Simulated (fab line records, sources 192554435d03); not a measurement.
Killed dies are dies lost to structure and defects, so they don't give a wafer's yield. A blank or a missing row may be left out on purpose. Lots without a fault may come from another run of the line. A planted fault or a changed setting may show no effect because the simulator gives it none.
fab line records | flow n5_finfet
record lots=9 wafers=26 last_day=16
route steps=1938 shown SPACER0@261 SD_EPI_N@277 SD_EPI_P@310 BEOL_M4@1111 PASSIVATION@1936
lots that met no fault: from a run of the same line without faults
start_h: hours from the record's first day to the start of the lot's first wafer shown | wait_h: hours since the lot's step before | " the same as in the row above | L1.1+2: a row that stands for several wafers | - no value, or no start given | * or withheld: withheld | < > ~ a bound
route shown NAME@n: a module of which the file shows steps, and the number in the route of the first | usual: mean/standard deviation of fault-free wafers | same: alike in all rows | chamber/n: place in a boat | sites: the reading at each site | _std_site: their standard deviation | _edge_site: outer sites' mean less inner sites' | radius_mm: how far each site lies from the wafer's centre | mask NAME#n: copy n | behind: the tool/chamber that last shaped the wafer | hold: why the lot was held/for how many hours/how that ended | device: the transistor (n, p or np) that didn't switch | end of line: the same wafers' tests at the end of the route | a step without rows: its recipe alone | killed: dies lost to structure and defects at the first sort, not the wafer's yield | map: a wafer's dies, x killed, . not, _ none there
set.NAME: the setting as run; set.NAME@STEP: as run at that earlier step | model.NAME: the simulator's own value behind a step, which no gauge read
steps of the route over a sample of lots; a table a step, a row a wafer
services: from which hour (start_h, from the record's first day; less than 0 if before it) a tool's chamber was out of use, for how many hours, and why
## steps
# step N5_SPACER0_INSPECT_04
# recipe inspect_instrument=darkfield mode=post_dep
# usual raw_defect_count=142/31
# columns lot.wafer tool chamber start_h wait_h raw_defect_count
L882.3 defect_inspect-02 - 50.64 0.1 97
L882.4 " - " " 146
L882.5 " - " " 84
L886.2 defect_inspect-02 - 71.68 0.1 128
L886.3 " - " " 129
L886.6 " - " " 154
L889.5 defect_inspect-01 - 94.02 0.0 150
L889.6 " - " " 139
L894.1 defect_inspect-02 - 122.21 0.1 164
L894.4 " - " " 154
L894.6 " - " " 105
L896.1 defect_inspect-01 - 130.99 0.1 179
L896.3 " - " " 143
L896.4 " - " " 186
L897.4 defect_inspect-01 - 138.36 0.1 127
L897.5 " - " " 131
L897.6 " - " " 104
L898.1 defect_inspect-01 - 144.49 0.1 164
L898.2 " - " " 136
L898.3 " - " " 123
L899.1 defect_inspect-01 - 149.29 0.1 166
L899.3 " - " " 192
L899.6 " - " " 148
L900.1 defect_inspect-01 - 159.82 0.1 145
L900.4 " - " " 175
L900.5 " - " " 132
# step N5_SD_EPI_N_ETCHBACK_44
# recipe chemistry=CH3F/O2 mode=anisotropic_etchback target=SiNx target_depth_a=145 stop_on=SiO2 over_etch_frac=0.3 ion_energy_ev=120 pressure_mtorr=30 source_w=395 bias_w=73 Ar_flow_sccm=150 CH3F_flow_sccm=30 O2_flow_sccm=20
# usual CH3F_flow_sccm=30.00/0.095 O2_flow_sccm=20.00/0.057 drypump_motor_current_A=5.6/0.4 oes_product_au=0.70/0.08 rf_vpp_V=298/5.9 showerhead_plenum_p_Torr=2.02/0.057 throttle_valve_pct=16.30/0.21
# columns lot.wafer tool chamber start_h wait_h CH3F_flow_sccm O2_flow_sccm drypump_motor_current_A oes_product_au rf_hours_counter_h rf_vpp_V showerhead_plenum_p_Torr throttle_valve_pct
L882.3 rie_diel-01 0 51.54 0.0 30.15 20.00 5.4 0.80 16 289 2.03 16.02
L882.4 " 3 " " 30.07 20.07 5.6 0.61 171 301 2.08 16.52
L882.5 " 3 " " 30.00 20.13 5.6 0.62 - 300 2.08 16.53
L886.2 rie_diel-06 3 72.47 0.0 30.00 20.03 5.1 0.61 232 306 2.07 16.62
L886.3 " 0 " " 29.96 19.96 5.3 0.65 132 296 2.00 16.44
L886.6 " 2 " " 30.08 20.02 5.3 0.78 - 304 2.11 16.00
L889.5 rie_diel-01 1 94.97 0.1 29.99 19.99 6.1 0.74 - 296 2.04 16.28
L889.6 " 3 " " 30.25 19.99 5.6 0.61 - 301 2.08 16.55
L894.1 rie_diel-06 1 123.06 0.0 29.94 20.00 6.2 0.61 195 293 1.91 16.42
L894.4 " 0 " " 30.16 20.00 5.3 0.65 148 296 2.00 16.46
L894.6 " 0 " " 30.09 20.05 5.4 0.64 - 296 1.99 16.47
L896.1 rie_diel-05 1 132.56 0.0 30.10 19.96 5.9 0.80 17 305 1.94 16.20
L896.3 " 0 " " 30.04 19.97 5.7 0.69 78 292 2.04 16.01
L896.4 " 2 " " 30.00 19.89 5.8 0.77 29 303 1.94 16.34
L897.4 rie_diel-05 1 140.38 0.0 30.02 20.00 5.8 0.78 21 306 1.94 16.23
L897.5 " 3 " " 30.01 19.95 6.3 0.59 - 293 2.06 16.56
L897.6 " 2 " " 30.01 20.03 5.8 0.77 - 302 1.94 16.34
L898.1 rie_diel-01 1 146.08 0.0 30.09 20.06 6.1 0.72 68 294 2.03 16.32
L898.2 " 0 " " 29.78 19.98 5.4 0.75 52 290 2.02 16.10
L898.3 " 3 " " 29.94 19.98 5.6 0.59 211 301 2.07 16.57
L899.1 rie_diel-01 0 150.66 0.0 29.95 19.92 5.4 0.74 54 290 2.02 16.08
L899.3 " 3 " " 30.01 20.04 5.6 0.60 213 300 2.07 16.61
L899.6 " 0 " " 30.12 19.94 5.4 0.74 - 291 2.02 16.09
L900.1 rie_diel-01 0 160.60 0.0 30.06 20.13 5.4 0.73 59 290 2.02 16.12
L900.4 " 3 " " 29.83 19.98 5.6 0.59 216 302 2.07 16.60
L900.5 " 2 " " 30.10 19.93 4.9 0.80 - 308 2.04 16.05
# step N5_SD_EPI_P_ETCHBACK_46
# recipe chemistry=CH3F/O2 mode=anisotropic_etchback target=SiNx target_depth_a=175 stop_on=SiO2 over_etch_frac=0.3 ion_energy_ev=120 pressure_mtorr=30 source_w=395 bias_w=73 Ar_flow_sccm=150 CH3F_flow_sccm=30 O2_flow_sccm=20
# usual CH3F_flow_sccm=30.00/0.091 O2_flow_sccm=20.00/0.06 drypump_motor_current_A=5.8/0.41 oes_product_au=0.67/0.062 rf_vpp_V=296/5.3 showerhead_plenum_p_Torr=1.99/0.074 throttle_valve_pct=16.42/0.19
# columns lot.wafer tool chamber start_h wait_h CH3F_flow_sccm O2_flow_sccm drypump_motor_current_A oes_product_au rf_hours_counter_h rf_vpp_V showerhead_plenum_p_Torr throttle_valve_pct
L882.3 rie_diel-02 3 55.99 0.0 30.00 20.03 5.4 0.65 118 308 2.01 16.28
L882.4 " 0 " " 29.99 19.92 5.0 0.70 106 291 1.86 16.41
L882.5 " 3 " " 30.02 20.01 5.4 0.67 - 306 2.01 16.28
L886.2 rie_diel-02 2 77.35 0.0 29.91 20.02 5.8 0.61 189 302 1.99 16.28
L886.3 " 0 " " 29.93 19.95 5.0 0.69 114 293 1.86 16.41
L886.6 " 2 " " 30.00 20.09 5.8 0.61 - 302 1.99 16.27
L889.5 rie_diel-04 0 100.11 0.1 30.05 20.07 6.4 0.70 - 301 1.88 16.46
L889.6 " 3 " " 29.93 20.01 6.0 0.61 - 296 1.97 16.64
L894.1 rie_diel-04 0 127.37 0.0 30.12 19.92 6.3 0.69 93 300 1.87 16.48
L894.4 " 3 " " 29.87 20.02 6.0 0.60 247 298 1.97 16.66
L894.6 " 3 " " 30.08 19.97 6.0 0.61 - 296 1.97 16.65
L896.1 rie_diel-04 0 137.63 0.0 29.91 19.94 6.3 0.69 97 301 1.87 16.47
L896.3 " 2 " " 29.88 19.98 5.5 0.58 241 292 2.06 16.61
L896.4 " 1 " " 30.05 20.02 6.2 0.69 - 292 2.02 16.24
L897.4 rie_diel-04 1 144.94 0.1 - - - - - - - -
L897.5 " 2 " " - - - - - - - -
L897.6 " 0 " " - - - - - - - -
L898.1 rie_diel-04 2 150.94 0.0 - - - - - - - -
L898.2 " 1 " " - - - - - - - -
L898.3 " 0 " " - - - - - - - -
L899.1 rie_diel-04 1 155.03 0.0 30.11 19.96 6.2 0.69 89 292 2.02 16.24
L899.3 " 2 " " 29.93 19.93 5.5 0.57 248 292 2.06 16.62
L899.6 " 0 " " 30.01 20.03 6.3 0.68 - 301 1.87 16.49
L900.1 rie_diel-02 0 165.10 0.0 29.97 19.88 5.0 0.66 142 291 1.85 16.48
L900.4 " 2 " " 30.09 19.88 5.7 0.59 220 302 1.98 16.34
L900.5 " 1 " " 29.95 19.99 5.2 0.77 - 293 1.96 15.96
# step N5_SD_EPI_P_ETCH_47
# recipe chemistry=CH3F/O2 target=SiOCN target_depth_a=250 mask_material=SOC ion_energy_ev=60 bias_w=29 pressure_mtorr=30 source_w=410 Ar_flow_sccm=150 CH3F_flow_sccm=30 O2_flow_sccm=20
# usual drypump_motor_current_A=5.8/0.41 oes_product_au=0.78/0.078 rf_vpp_V=126.9/2.4 showerhead_plenum_p_Torr=1.99/0.074 throttle_valve_pct=16.39/0.19
# columns lot.wafer tool chamber start_h wait_h drypump_motor_current_A oes_product_au rf_hours_counter_h rf_vpp_V showerhead_plenum_p_Torr throttle_valve_pct
L882.3 rie_diel-02 3 56.09 0.1 5.4 0.77 118 132.7 2.01 16.26
L882.4 " 0 " " 5.0 0.83 106 126.2 1.86 16.38
L882.5 " 3 " " 5.4 0.77 - 132.2 2.01 16.27
L886.2 rie_diel-02 2 77.45 0.1 5.8 0.71 189 130.5 1.99 16.26
L886.3 " 0 " " 5.0 0.82 114 124.0 1.86 16.39
L886.6 " 2 " " 5.7 0.72 - 131.0 1.99 16.27
L889.5 rie_diel-04 0 100.21 0.1 6.3 0.81 - 128.8 1.88 16.42
L889.6 " 3 " " 6.1 0.70 - 128.3 1.98 16.62
L894.1 rie_diel-04 0 127.47 0.1 6.4 0.79 93 129.1 1.87 16.43
L894.4 " 3 " " 6.0 0.70 247 127.6 1.97 16.63
L894.6 " 3 " " 6.0 0.71 - 126.7 1.97 16.64
L896.1 rie_diel-04 0 137.73 0.1 6.4 0.79 97 128.9 1.87 16.46
L896.3 " 2 " " 5.5 0.66 241 124.9 2.06 16.59
L896.4 " 1 " " 6.2 0.82 - 125.7 2.02 16.21
L897.4 rie_diel-04 1 145.04 0.1 6.2 0.82 - 127.7 2.02 16.23
L897.5 " 2 " " 5.5 0.66 - 125.7 2.06 16.58
L897.6 " 0 " " 6.3 0.79 - 129.3 1.87 16.44
L898.1 rie_diel-04 2 151.04 0.1 5.5 0.66 247 124.7 2.06 16.57
L898.2 " 1 " " 6.2 0.81 87 126.0 2.02 16.23
L898.3 " 0 " " 6.3 0.78 102 129.4 1.87 16.46
L899.1 rie_diel-04 1 155.13 0.1 6.2 0.81 89 126.0 2.02 16.23
L899.3 " 2 " " 5.5 0.65 248 125.7 2.06 16.59
L899.6 " 0 " " 6.3 0.79 - 128.2 1.87 16.46
L900.1 rie_diel-02 0 165.20 0.1 5.0 0.78 142 125.2 1.85 16.45
L900.4 " 2 " " 5.8 0.68 220 130.3 1.98 16.31
L900.5 " 1 " " 5.2 0.92 - 124.9 1.96 15.93
# step N5_SD_EPI_P_EPI_MEAS_23
# recipe mode=xrd
# usual thk_nm=60.7/1.3
# columns lot.wafer tool chamber start_h wait_h thk_nm
L882.3 film_metro-01 - 59.12 1.1 61.2
L882.4 " - " " 60.1
L882.5 " - " " 61.6
L886.2 film_metro-01 - 80.72 1.5 61.9
L886.3 " - " " 61.8
L886.6 " - " " 60.4
L889.5 film_metro-01 - 103.20 0.4 61.3
L889.6 " - " " 59.2
L894.1 film_metro-01 - 130.50 1.8 61.0
L894.4 " - " " 60.1
L894.6 " - " " 60.8
L896.1 film_metro-02 - 140.76 1.8 60.8
L896.3 " - " " 57.8
L896.4 " - " " 58.7
L897.4 film_metro-01 - 148.03 0.8 1.3
L897.5 " - " " 0.9
L897.6 " - " " 0.5
L898.1 film_metro-02 - 154.12 1.9 1.3
L898.2 " - " " 1.9
L898.3 " - " " 2.1
L899.1 film_metro-02 - 158.18 1.9 61.1
L899.3 " - " " 62.1
L899.6 " - " " 60.2
L900.1 film_metro-02 - 168.23 1.8 62.2
L900.4 " - " " 62.6
L900.5 " - " " 60.5
# step N5_BEOL_M4_RC_MEAS_101
# usual DIBL_N=36.0/1.7 DIBL_P=36.2/2.3 IOFF_N=0.16/0.03 IOFF_P=0.21/0.036 ION_N=679/11 ION_P=465/7.1 SS_N=71.4/0.58 SS_P=73.3/0.75 VT_N=249/3.1 VT_P=-251/3.5
# columns lot.wafer tool chamber start_h wait_h DIBL_N[mV/V] DIBL_P[mV/V] IOFF_N[nA/um] IOFF_P[nA/um] ION_N[uA/um] ION_P[uA/um] SS_N[mV/dec] SS_P[mV/dec] VT_N[mV] VT_P[mV]
L882.3 prober-02 0 191.02 0.3 35.5 34.9 0.14 0.22 681 465 71.0 73.4 248 -249
L882.4 " 0 " " 38.1 37.4 0.18 0.26 683 468 71.8 73.6 248 -246
L882.5 " 0 " " 38.1 38.4 0.19 0.28 691 471 71.3 73.9 245 -247
L886.2 prober-01 0 206.58 0.2 34.5 36.6 0.17 0.26 682 477 70.6 72.9 245 -245
L886.3 " 0 " " 35.3 36.7 0.18 0.25 685 473 71.1 72.7 245 -245
L886.6 " 0 " " 32.5 32.8 0.12 0.18 666 460 70.1 71.6 253 -249
L889.5 prober-01 0 214.48 0.6 34.2 34.3 0.13 0.19 670 454 71.1 73.6 251 -250
L889.6 " 0 " " 36.1 35.9 0.17 0.21 683 465 72.0 73.6 249 -251
L894.1 prober-01 0 251.64 0.2 35.9 35.8 0.15 0.22 681 470 71.1 73.0 249 -252
L894.4 " 0 " " 36.5 36.3 0.14 0.21 679 469 71.9 73.3 252 -250
L894.6 " 0 " " 36.0 35.3 0.14 0.21 677 469 71.3 73.0 253 -247
L896.1 prober-02 0 260.33 0.0 36.4 36.9 0.16 0.22 679 467 71.7 73.8 252 -250
L896.3 " 0 " " 35.0 34.7 0.14 0.18 657 456 71.7 72.3 252 -252
L896.4 " 0 " " 39.0 40.1 0.22 0.26 684 472 71.9 74.4 246 -248
L899.1 prober-01 0 267.34 0.0 36.2 35.9 0.15 0.17 675 463 70.9 73.1 249 -255
L899.3 " 0 " " 34.1 33.0 0.11 0.14 664 456 71.0 72.5 254 -258
L899.6 " 0 " " 34.0 33.6 0.11 0.15 664 462 70.4 71.6 254 -254
L900.1 prober-02 0 280.22 0.0 39.7 41.2 0.23 0.28 703 477 72.0 73.9 244 -247
L900.4 " 0 " " 36.6 37.7 0.15 0.22 672 469 71.9 73.8 249 -250
L900.5 " 0 " " 36.5 37.4 0.15 0.20 681 469 71.9 72.5 249 -250
# step N5_PASSIVATION_PROBE_49
# usual killed_at_M0_to_M3=31/11 killed_at_M4_up=14/5.1 killed_at_contacts=12/5.6 killed_at_front_end=42/12 killed_at_other=3.8/2.9 killed_dies=103/18 killed_on_rim=14/4.5 killed_open=67/14 killed_short=33/8
# same gross_dies=1180 killed_at_back_side=0
# columns lot.wafer tool chamber start_h wait_h killed_at_M0_to_M3 killed_at_M4_up killed_at_contacts killed_at_front_end killed_at_other killed_dies killed_on_rim killed_open killed_short
L882.3 prober-02 - 304.33 0.1 29 13 7 34 6 89 16 50 35
L882.4 prober-02 - 304.38 0.2 25 20 7 31 5 88 15 62 18
L882.5 prober-02 - 304.43 0.2 28 23 9 29 1 90 7 56 31
L889.5 prober-01 - 339.62 0.2 17 12 9 36 6 80 9 49 31
L894.1 prober-01 - 364.25 0.0 28 16 20 54 2 120 11 72 45
L894.4 prober-01 - 364.40 0.2 18 21 16 40 1 96 13 62 33
L894.6 prober-01 - 364.50 0.3 24 13 10 47 3 97 14 60 35
L897.4 prober-01 - 368.49 0.2 34 12 6 1116 12 1180 152 66 42
L897.5 prober-01 - 368.54 0.2 20 17 16 1125 2 1180 152 77 19
L897.6 prober-01 - 368.59 0.3 32 17 9 1114 8 1180 152 69 31
L896.1 prober-01 - 379.42 0.0 20 10 20 45 3 98 13 69 28
L896.3 prober-01 - 379.52 0.1 38 14 18 56 1 127 21 104 23
L896.4 prober-01 - 379.57 0.2 35 9 25 35 6 110 12 74 35
L899.1 prober-02 - 380.43 0.0 18 10 7 44 5 84 10 55 29
L899.3 prober-02 - 380.53 0.1 43 12 3 28 5 91 8 54 33
L899.6 prober-02 - 380.68 0.3 40 13 12 41 2 108 19 68 39
L898.1 prober-02 - 384.22 0.0 48 5 13 1112 2 1180 152 97 38
L898.2 prober-02 - 384.27 0.1 40 10 9 1118 3 1180 152 68 39
L898.3 prober-02 - 384.32 0.1 51 6 7 1112 4 1180 152 73 30
# killed by level:class
L882.3 STI_FIN_REVEAL:geometric_particle:open=10 BEOL_M0_SAQP:geometric_particle:open=7 BEOL_M3:geometric_particle:open=5 FIN_SAQP:geometric_particle:open=4 FIN_SAQP:geometric_particle:short=4 MOL_CONTACT_COAG:geometric_particle:open=4 STARTING-WAFER:geometric_particle:short=4 BEOL_M4:geometric_particle:short=4
L882.4 BEOL_M4:geometric_particle:open=12 FIN_SAQP:geometric_particle:open=9 HKMG_FIN:area_etch=8 MOL_CONTACT_COAG:geometric_particle:open=7 BEOL_M0_SAQP:geometric_particle:short=7 BEOL_M1:geometric_particle:open=7 STI_FIN_REVEAL:geometric_particle:open=6 GATE_CUT:geometric_particle:short=4
L882.5 BEOL_M4:geometric_particle:open=10 MOL_CONTACT_COAG:geometric_particle:open=8 STI_FIN_REVEAL:geometric_particle:open=7 BEOL_M4:geometric_particle:short=7 FIN_SAQP:geometric_particle:short=6 BEOL_M0_SAQP:geometric_particle:short=6 BEOL_M1:geometric_particle:open=5 BEOL_M3:geometric_particle:open=5
L889.5 FIN_SAQP:geometric_particle:short=11 DUMMY_GATE:geometric_particle:open=9 MOL_CONTACT_COAG:geometric_particle:open=6 BEOL_M5:geometric_particle:open=6 STI_FIN_REVEAL:geometric_particle:open=4 BEOL_M0_SAQP:geometric_particle:open=4 STARTING-WAFER:geometric_particle:open=4 MOL_CONTACT_COAG:geometric_particle:short=3
L894.1 MOL_CONTACT_COAG:geometric_particle:open=18 STI_FIN_REVEAL:geometric_particle:open=12 GATE_CUT:geometric_particle:open=11 GATE_CUT:geometric_particle:short=8 BEOL_M0_SAQP:geometric_particle:short=7 BEOL_M2:geometric_particle:short=7 FIN_SAQP:geometric_particle:short=6 FIN_SAQP:geometric_particle:open=6
L894.4 FIN_SAQP:geometric_particle:open=14 MOL_CONTACT_COAG:geometric_particle:open=14 FIN_SAQP:geometric_particle:short=6 GATE_CUT:geometric_particle:short=6 BEOL_M4:geometric_particle:open=5 BEOL_M1:geometric_particle:open=4 BEOL_M2:geometric_particle:short=4 BEOL_M7:geometric_particle:open=4
L894.6 STI_FIN_REVEAL:geometric_particle:open=17 MOL_CONTACT_COAG:geometric_particle:open=7 FIN_SAQP:geometric_particle:open=5 BEOL_M1:geometric_particle:short=5 FIN_SAQP:geometric_particle:short=4 BEOL_M3:geometric_particle:open=4 BEOL_M4:geometric_particle:open=4 STI_FIN_REVEAL:geometric_particle:short=3
L897.4 SD_EPI_P:area_etchback=1072 STI_FIN_REVEAL:geometric_particle:open=16 BEOL_M0_SAQP:geometric_particle:short=12 BEOL_M2:geometric_particle:open=8 FIN_SAQP:geometric_particle:open=6 BEOL_M0_SAQP:geometric_particle:open=6 BEOL_M1:geometric_particle:open=6 FIN_SAQP:geometric_particle:short=5
L897.5 SD_EPI_P:area_etchback=1084 STI_FIN_REVEAL:geometric_particle:open=16 MOL_CONTACT_COAG:geometric_particle:open=15 FIN_SAQP:geometric_particle:open=10 BEOL_M4:geometric_particle:open=9 BEOL_M0_SAQP:geometric_particle:open=5 BEOL_M5:geometric_particle:open=5 FIN_SAQP:geometric_particle:short=4
L897.6 SD_EPI_P:area_etchback=1080 BEOL_M1:geometric_particle:open=12 FIN_SAQP:geometric_particle:open=10 STI_FIN_REVEAL:geometric_particle:open=10 BEOL_M4:geometric_particle:open=9 MOL_CONTACT_COAG:geometric_particle:open=6 BEOL_M0_SAQP:geometric_particle:short=6 BEOL_M0_SAQP:geometric_particle:open=5
L896.1 MOL_CONTACT_COAG:geometric_particle:open=16 FIN_SAQP:geometric_particle:open=10 FIN_SAQP:geometric_particle:short=7 STI_FIN_REVEAL:geometric_particle:open=7 DUMMY_GATE:geometric_particle:open=6 BEOL_M2:geometric_particle:open=6 BEOL_M5:geometric_particle:open=6 MOL_CONTACT_COAG:geometric_particle:short=4
L896.3 MOL_CONTACT_COAG:geometric_particle:open=16 FIN_SAQP:geometric_particle:open=15 DUMMY_GATE:geometric_particle:open=14 BEOL_M0_SAQP:geometric_particle:open=11 STI_FIN_REVEAL:geometric_particle:open=9 BEOL_M1:geometric_particle:open=9 BEOL_M4:geometric_particle:open=7 BEOL_M2:geometric_particle:open=6
L896.4 MOL_CONTACT_COAG:geometric_particle:open=19 BEOL_M0_SAQP:geometric_particle:open=11 STI_FIN_REVEAL:geometric_particle:open=10 FIN_SAQP:geometric_particle:open=7 BEOL_M2:geometric_particle:open=6 MOL_CONTACT_COAG:geometric_particle:short=6 BEOL_M0_SAQP:geometric_particle:short=5 GATE_CUT:geometric_particle:short=4
L899.1 FIN_SAQP:geometric_particle:open=12 STI_FIN_REVEAL:geometric_particle:open=12 FIN_SAQP:geometric_particle:short=11 MOL_CONTACT_COAG:geometric_particle:open=5 BEOL_M0_SAQP:geometric_particle:short=4 BEOL_M1:geometric_particle:open=4 DUMMY_GATE:geometric_particle:open=3 BEOL_M3:geometric_particle:open=3
L899.3 BEOL_M3:geometric_particle:open=10 BEOL_M0_SAQP:geometric_particle:short=8 BEOL_M1:geometric_particle:open=7 FIN_SAQP:geometric_particle:short=6 BEOL_M2:geometric_particle:open=6 BEOL_M0_SAQP:geometric_particle:open=5 FIN_SAQP:geometric_particle:open=4 GATE_CUT:geometric_particle:open=4
L899.6 FIN_SAQP:geometric_particle:open=18 BEOL_M3:geometric_particle:open=10 MOL_CONTACT_COAG:geometric_particle:open=8 FIN_SAQP:geometric_particle:short=7 BEOL_M2:geometric_particle:open=5 STI_FIN_REVEAL:geometric_particle:open=4 DUMMY_GATE:geometric_particle:open=4 BEOL_M0:geometric_particle:open=4
L898.1 SD_EPI_P:area_etchback=1044 STI_FIN_REVEAL:geometric_particle:open=29 BEOL_M3:geometric_particle:open=13 MOL_CONTACT_COAG:geometric_particle:open=11 BEOL_M2:geometric_particle:open=11 FIN_SAQP:geometric_particle:short=10 BEOL_M1:geometric_particle:open=9 FIN_SAQP:geometric_particle:open=6
L898.2 SD_EPI_P:area_etchback=1072 FIN_SAQP:geometric_particle:open=15 FIN_SAQP:geometric_particle:short=13 BEOL_M0_SAQP:geometric_particle:open=11 BEOL_M3:geometric_particle:open=8 MOL_CONTACT_COAG:geometric_particle:open=8 BEOL_M0_SAQP:geometric_particle:short=7 BEOL_M1:geometric_particle:open=7
L898.3 SD_EPI_P:area_etchback=1073 FIN_SAQP:geometric_particle:open=13 BEOL_M3:geometric_particle:open=13 BEOL_M0_SAQP:geometric_particle:short=12 BEOL_M0_SAQP:geometric_particle:open=10 BEOL_M1:geometric_particle:open=8 MOL_CONTACT_COAG:geometric_particle:open=6 BEOL_M5:geometric_particle:open=5
## services
# columns tool chamber start_h hours kind
rie_diel-02 3 27.58 6.2 repair
rie_diel-06 0 33.54 14.8 repair
rie_diel-06 3 44.54 8.9 repair
rie_diel-04 - 69.57 28.1 pm
rie_diel-02 1 73.75 - clean
rie_diel-02 1 73.75 - consumable_replace:focus_ring
rie_diel-02 1 73.75 19.5 scheduled_down
rie_diel-02 1 73.75 19.5 vent_cycle
rie_diel-01 2 79.53 - clean
rie_diel-01 2 79.53 - consumable_replace:focus_ring
rie_diel-01 2 79.53 25.2 scheduled_down
rie_diel-05 1 89.71 3.3 repair
rie_diel-06 3 100.54 10.5 repair
rie_diel-02 - 102.59 2.8 pm
rie_diel-06 - 125.58 28.1 pm
rie_diel-01 2 128.72 2.3 repair
rie_diel-04 3 136.92 - clean
rie_diel-04 3 136.92 - consumable_replace:focus_ring
rie_diel-04 3 136.92 28.0 scheduled_down
rie_diel-04 3 136.92 28.0 vent_cycle
rie_diel-04 2 165.08 - clean
rie_diel-04 2 165.08 - consumable_replace:focus_ring
rie_diel-04 2 165.08 20.6 scheduled_down
rie_diel-04 2 165.08 20.6 vent_cycle
## key
first_sign step=N5_SD_EPI_P_ETCHBACK_46 reading=tool_record direction=missing
effect step=N5_SD_EPI_P_EPI_MEAS_23 reading=thk_nm direction=down sigmas=46 usual=* struck=*
effect step=N5_PASSIVATION_PROBE_49 reading=killed_at_front_end direction=up sigmas=87 usual=42 struck=1116
more_kills_born_at N5_SD_EPI_P_ETCHBACK_46@rie_diel-04=6425
met_at N5_SD_EPI_P_ETCHBACK_46
struck_lots L897,L898
later_rows_left_out L897.4,L897.5,L897.6,L898.1,L898.2,L898.3
tester_left_out L897,L898
not_acting_at N5_SPACER0_INSPECT_04,N5_SD_EPI_N_ETCHBACK_44,N5_SD_EPI_P_ETCH_47
onset_between 137.63 144.94
fault kind=skipped_step_whole tool=rie_diel-04 chamber=- onset_h=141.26 steps=N5_SD_EPI_P_ETCHBACK_46 scope=struck_lots_only
# tester_left_out: of these lots the tester's yield and bins aren't shown, on N5 and GAA mostly nor the transistor test; their killed dies are dies lost to structure and defects alone, not to doping, threshold or leakage, so they don't give the yield
# later_rows_left_out: the simulator's readings of these wafers behind a module that went badly wrong aren't trusted and aren't shown, but for the sort
